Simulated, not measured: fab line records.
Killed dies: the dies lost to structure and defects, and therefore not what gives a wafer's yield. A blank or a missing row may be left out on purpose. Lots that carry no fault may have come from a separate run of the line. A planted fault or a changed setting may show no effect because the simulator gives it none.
Matching of chambers / flow nand harc / 4 sister chambers for NHARC_P_CONTACT_CMP_01 on cmp-01
The step polishes SiO2, target thk 200 nm. 4 wafers are shown with their chamber, then 9 later ones without.

WAFERS, EACH WITH ITS CHAMBER
wafer=L089.4; chamber=1; motor current A (A)=14.4
wafer=L090.2; chamber=2; motor current A (A)=9.7
wafer=L090.4; chamber=3; motor current A (A)=11.9
wafer=L090.6; chamber=0; motor current A (A)=12.7

WAFERS MISSING THEIR CHAMBER
wafer=L092.1; motor current A (A)=15.0
wafer=L092.3; motor current A (A)=12.5
wafer=L092.4; motor current A (A)=9.9
wafer=L093.2; motor current A (A)=12.2
wafer=L093.4; motor current A (A)=9.4
wafer=L093.5; motor current A (A)=15.2
wafer=L097.1; motor current A (A)=10.3
wafer=L097.2; motor current A (A)=11.7
wafer=L097.5; motor current A (A)=9.6

WHICH CHAMBER EACH WENT THROUGH
wafer=L092.1; from the rows above=1; in truth=1
wafer=L092.3; from the rows above=can't be placed: 0 or 3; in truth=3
wafer=L092.4; from the rows above=2; in truth=2
wafer=L093.2; from the rows above=can't be placed: 3 or 0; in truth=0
wafer=L093.4; from the rows above=2; in truth=2
wafer=L093.5; from the rows above=1; in truth=1
wafer=L097.1; from the rows above=2; in truth=2
wafer=L097.2; from the rows above=can't be placed: 3 or 0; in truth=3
wafer=L097.5; from the rows above=2; in truth=2
Placed correctly: 6 of 9. Not placeable from these rows: 3 (in 3, the candidates include the true chamber). 0 placed wrongly.
How it was worked out, from the rows above alone: a wafer's distance from a chamber is the root of the sum, over the readings, of the square of ((its reading less the chamber's mean) divided by the reading's scatter). The wafer belongs to the nearest chamber; if the next one is less than 2 further off, it can't be placed. The mean given for a chamber averages the wafers shown for that chamber. The scatter (one wafer shown for each chamber): square how far every hidden wafer sits from the nearest shown wafer, average those squares and take the square root.
